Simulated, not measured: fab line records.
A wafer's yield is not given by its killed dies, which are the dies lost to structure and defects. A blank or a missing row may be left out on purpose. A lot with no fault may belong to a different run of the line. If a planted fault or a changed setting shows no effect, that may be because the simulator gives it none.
fab line records -- flow nand_harc
record: lots: 7, wafers: 19, last_day: 31
route steps=1302 shown P_GATE@124 END@1302
lots with no fault: from the same line, run without faults
start_h: hours from the record's opening day to when the first of the lot's shown wafers began -- wait_h: hours elapsed since this lot's preceding step -- " identical to the entry in the row above -- L1.1+2: one row covering several wafers at once -- - no value, or no start given -- * or withheld: withheld -- < > ~ a bound
route shown NAME@n: NAME is a module with steps in the file, n the number in the route of the first one -- usual: the fault-free wafers' mean and standard deviation -- same: alike in all rows -- chamber/n: place in a boat -- sites: readings site by site -- _std_site: how widely they spread, as a standard deviation -- _edge_site: the outer-site mean with the inner-site mean subtracted -- radius_mm: for every site, how far away it sits from the centre of the wafer -- mask NAME#n: copy n -- behind: the most recent tool/chamber to have shaped the wafer -- hold: why the lot went on hold/how many hours it stayed there/how the hold came to an end -- device: the transistor (n, p or np) that didn't switch -- end of line: at the end of the route, the tests of the same wafers -- where a step has no rows: the recipe by itself -- killed: dies lost to structure and defects at the first sort, not the wafer's yield -- map: per-die view of a wafer (x killed, . not killed, _ where there is no die)
set.NAME: setting as actually run; set.NAME@STEP: the setting as run at that earlier step -- model.NAME: the simulator's own value behind a step, which no gauge read
a table for each step, a row for each wafer; lots at some steps of the route
services: the hour from which a tool's chamber was out of use, counted from the record's first day as start_h (under 0 if before that day), plus the number of hours and why
== steps ==
step: NHARC_P_GATE_DESCUM_13
recipe: time_s: 3, o2_flow_sccm: 200, ar_flow_sccm: 0, bias_power_w: 0, chemistry: O2
usual: drypump_motor_current_A: 5.7/0.39, mfc_ar_sccm: 0.007/0.011, oes_product_au: 1.004/0.017, rf_vpp_V: 57.8/0.8, showerhead_plenum_p_Torr: 1.95/0.073, throttle_valve_pct: 11.312/0.0086
lot.wafer,tool,chamber,start_h,wait_h,drypump_motor_current_A,mfc_ar_sccm,oes_product_au,rf_hours_counter_h,rf_vpp_V,showerhead_plenum_p_Torr,throttle_valve_pct
L985.1,rie_diel-08,3,127.48,-,5.4,0.033,1.021,6.1,58.8,2.04,11.320
L985.3,rie_diel-08,1,127.48,-,6.3,0.015,0.995,5.5,57.6,1.93,11.312
L985.5,rie_diel-08,3,127.48,-,5.4,0.033,1.021,-,57.5,2.04,11.307
L990.2,rie_diel-02,3,172.06,-,5.9,0,0.992,4.5,58.3,1.78,11.323
L990.5,rie_diel-02,3,172.06,-,5.8,0,1.002,-,58.4,1.78,11.318
L990.6,rie_diel-02,0,172.06,-,5.7,0,0.996,-,56.1,1.82,11.302
L991.2,rie_diel-02,0,179.33,-,5.7,0,0.999,4.9,56.1,1.82,11.312
L991.4,rie_diel-02,2,179.33,-,5.6,0.037,0.974,5.0,58.0,2.00,11.318
L993.2,rie_diel-01,0,200.58,-,5.8,0.003,0.988,9.2,57.1,2.04,11.316
L993.4,rie_diel-01,0,200.58,-,5.8,0.003,0.992,-,58.9,2.04,11.311
L998.4,rie_diel-02,3,252.11,-,5.9,0,1.000,0.8,55.8,1.78,11.314
L998.2,rie_diel-02,0,252.11,-,5.7,0,0.986,0.7,55.9,1.82,11.310
L998.1,rie_diel-02,1,252.11,-,5.4,0.015,1.003,0.7,57.3,1.80,11.315
L100.2,rie_diel-02,1,273.69,-,5.3,0.015,1.005,1.8,56.6,1.80,11.322
L100.4,rie_diel-02,0,273.69,-,5.7,0,0.983,1.8,56.1,1.82,11.306
L100.5,rie_diel-02,1,273.69,-,5.3,0.015,0.993,-,58.6,1.80,11.313
L101.3,rie_diel-08,1,279.14,-,6.3,0.015,1.007,5.6,58.8,1.93,11.319
L101.1,rie_diel-08,2,279.14,-,5.2,0,1.038,6.0,58.4,1.94,11.310
L101.5,rie_diel-08,0,279.14,-,5.1,0,0.981,-,58.9,1.97,11.306
step: NHARC_P_GATE_ETCH_14
recipe: target_depth_a: 488, chemistry: dHF, material: SiO2
step: NHARC_P_GATE_STRIP_15
recipe: time_s: 780, temp_c: 130, chemistry: SPM
step: NHARC_P_GATE_PRECLEAN_71
recipe: time_s: *, temp_c: 50, bath_age_min: 0, chemistry: SC1
step: NHARC_P_GATE_SRD_72
step: NHARC_P_GATE_OXIDE_16
recipe: target_thk_a: 30, temp_c: 875, ox_time_s: 392, material: SiO2
step: NHARC_P_GATE_CVD_17
recipe: target_thk_a: 1500, temp_c: 620, time_s: 900, material: poly-Si
step: NHARC_P_GATE_HM_DEP_102
recipe: target_thk_a: 1200, temp_c: 400, material: aC
usual: throttle_valve_pct: 35.000/0.0089
lot.wafer,tool,chamber,start_h,wait_h,throttle_valve_pct
L985.1,acl_dep-03,0,145.14,3.7,34.981
L985.3,acl_dep-03,0,145.14,3.7,34.989
L985.5,acl_dep-03,0,145.14,3.7,35.011
L990.2,acl_dep-03,0,185.08,0.5,34.996
L990.5,acl_dep-03,0,185.08,0.5,34.990
L990.6,acl_dep-03,0,185.08,0.5,35.000
L991.2,acl_dep-03,0,196.41,4.8,35.002
L991.4,acl_dep-03,0,196.41,4.8,34.998
L993.2,acl_dep-03,0,213.01,0.5,35.000
L993.4,acl_dep-03,0,213.01,0.5,35.009
L998.1,acl_dep-02,0,264.92,0.4,35.008
L998.2,acl_dep-02,0,264.92,0.4,34.996
L998.4,acl_dep-02,0,264.92,0.4,35.000
L100.2,acl_dep-03,0,287.08,0.5,34.999
L100.4,acl_dep-03,0,287.08,0.5,35.001
L100.5,acl_dep-03,0,287.08,0.5,35.010
L101.1,acl_dep-02,0,291.71,0.5,35.005
L101.3,acl_dep-02,0,291.71,0.5,35.010
L101.5,acl_dep-02,0,291.71,0.5,35.003
step: NHARC_P_GATE_DEP_103
recipe: target_thk_a: 300, target_thk_nm: 30, temp_c: 400, flow_sccm: 200, rf_w: 350, material: SiON
usual: heater_power_w: 777/140, rf_fwd_power_W: 348.4/1.1
lot.wafer,tool,chamber,start_h,wait_h,heater_power_w,rf_fwd_power_W
L985.3,pecvd-04,0,145.82,0.3,654,345.9
L985.1,pecvd-04,1,145.82,0.3,662,347.1
L985.5,pecvd-04,1,145.82,0.3,665,347.7
L990.2,pecvd-01,0,185.67,0.5,852,350.1
L990.5,pecvd-01,2,185.67,0.5,847,348.5
L990.6,pecvd-01,0,185.67,0.5,871,350.2
L991.2,pecvd-01,0,197.00,0.5,849,348.7
L991.4,pecvd-01,1,197.00,0.5,911,347.9
L993.2,pecvd-01,0,213.60,0.5,905,349.6
L993.4,pecvd-01,1,213.60,0.5,1008,348.2
L998.1,pecvd-03,2,265.58,0.6,681,349.2
L998.2,pecvd-03,0,265.58,0.6,495,349.9
L998.4,pecvd-03,2,265.58,0.6,703,349.2
L100.2,pecvd-04,2,287.69,0.5,739,347.0
L100.4,pecvd-04,2,287.69,0.5,756,348.7
L100.5,pecvd-04,0,287.69,0.5,779,348.1
L101.1,pecvd-03,1,292.40,0.6,818,349.7
L101.3,pecvd-03,2,292.40,0.6,674,347.7
L101.5,pecvd-03,2,292.40,0.6,679,347.9
step: NHARC_P_GATE_DEHYDRATE_18
recipe: temp_c: 150, time_s: 120
step: NHARC_P_GATE_HMDS_19
recipe: time_s: 30
step: NHARC_P_GATE_COAT_20
recipe: spin_rpm: 1500, resist_thk_nm: 90
step: NHARC_P_GATE_SOFTBAKE_21
recipe: temp_c: 105, time_s: 55
usual: heater_power_total_W: 188.46/0.14
lot.wafer,tool,chamber,start_h,wait_h,heater_power_total_W
L985.1,litho_track-01,0,146,-,188.43
L985.3,litho_track-01,0,146,-,188.47
L985.5,litho_track-01,0,146,-,188.34
L990.2,litho_track-04,0,185,-,323.62
L990.5,litho_track-04,0,185,-,323.19
L990.6,litho_track-04,0,185,-,188.42
L991.2,litho_track-04,0,197,-,323.13
L991.4,litho_track-04,0,197,-,188.33
L993.2,litho_track-04,0,213,-,323.05
L993.4,litho_track-04,0,213,-,188.78
L998.1,litho_track-06,0,265,-,188.47
L998.2,litho_track-06,0,265,-,188.73
L998.4,litho_track-06,0,265,-,188.49
L100.2,litho_track-04,0,287,-,188.35
L100.4,litho_track-04,0,287,-,188.40
L100.5,litho_track-04,0,287,-,188.69
L101.1,litho_track-04,0,292,-,188.53
L101.3,litho_track-04,0,292,-,188.37
L101.5,litho_track-04,0,292,-,188.34
step: NHARC_P_GATE_EBR_22
step: NHARC_END_SORT_01
recipe: temp_c: 25
usual: killed_at_array: 54/17, killed_at_other: 0.7/1, killed_at_periphery: 3.7/2.9, killed_dies: 58/16, killed_open: 3.2/1.9, killed_short: 2.2/1.5
same: gross_dies: 677
lot.wafer,tool,chamber,start_h,wait_h,killed_at_array,killed_at_other,killed_at_periphery,killed_dies,killed_open,killed_short
L101.3,prober-01,0,752.15,3.1,38,0,5,43,2,2
killed by level:class
L101.3 A_CHANNEL_HOLE_D1:chamber_film_flake=20 A_SLIT:chamber_film_flake=6 A_CONTACT:chamber_film_flake=5 P_M1:chamber_film_flake=3 A_WL_FILL:chamber_film_flake=3 P_M0:geometric_particle:open=1 A_DECK1_JOINT:geometric_particle:short=1 P_STI:chamber_film_flake=1
== services ==
tool,chamber,start_h,hours,kind
rie_diel-01,0,105.69,6.6,repair
pecvd-01,-,107.59,0.5,repair
pecvd-03,1,108.66,3.4,repair
rie_diel-02,1,111.14,32.0,repair
rie_diel-02,2,120.63,4.5,repair
acl_dep-03,-,122.90,13.0,pm
pecvd-01,-,130.00,13.0,pm
litho_track-01,-,155.00,7.0,pm
rie_diel-08,0,157.91,15.1,repair
pecvd-03,2,158.87,13.3,repair
rie_diel-02,3,159.18,2.5,repair
pecvd-04,0,171.76,2.3,repair
acl_dep-03,-,177.87,3.1,repair
litho_track-06,-,179.00,7.0,pm
pecvd-03,-,185.00,13.0,pm
rie_diel-08,-,190.80,9.0,pm
rie_diel-01,3,195.96,11.3,repair
litho_track-04,-,203.00,7.0,pm
rie_diel-08,3,206.85,5.4,repair
rie_diel-02,0,211.40,7.4,repair
pecvd-01,0,221.30,7.5,repair
rie_diel-02,-,224.03,9.0,pm
acl_dep-02,-,245.13,13.0,pm
pecvd-04,-,269.01,13.0,pm
== key ==
first_sign: step: NHARC_P_GATE_SOFTBAKE_21, reading: heater_power_total_W, direction: up, sigmas: 99+, usual: *, struck: *
effect none on later readings
met_at NHARC_P_GATE_SOFTBAKE_21
struck_wafers L990.2,L990.5,L991.2,L993.2
tester_left_out L990,L991,L993
fault: kind: process_parameter_drift, tool: litho_track-04, chamber: -, onset_h: 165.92, steps: NHARC_P_GATE_SOFTBAKE_21, channel: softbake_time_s, offset: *, shape: step, end_h: 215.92, scope: struck_wafers_only, acts_in: *, stated: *
tester_left_out: of these lots the tester's yield and bins aren't shown, on N5 and GAA mostly nor the transistor test; their killed dies are dies lost to structure and defects alone, not to doping, threshold or leakage, so they don't give the yield
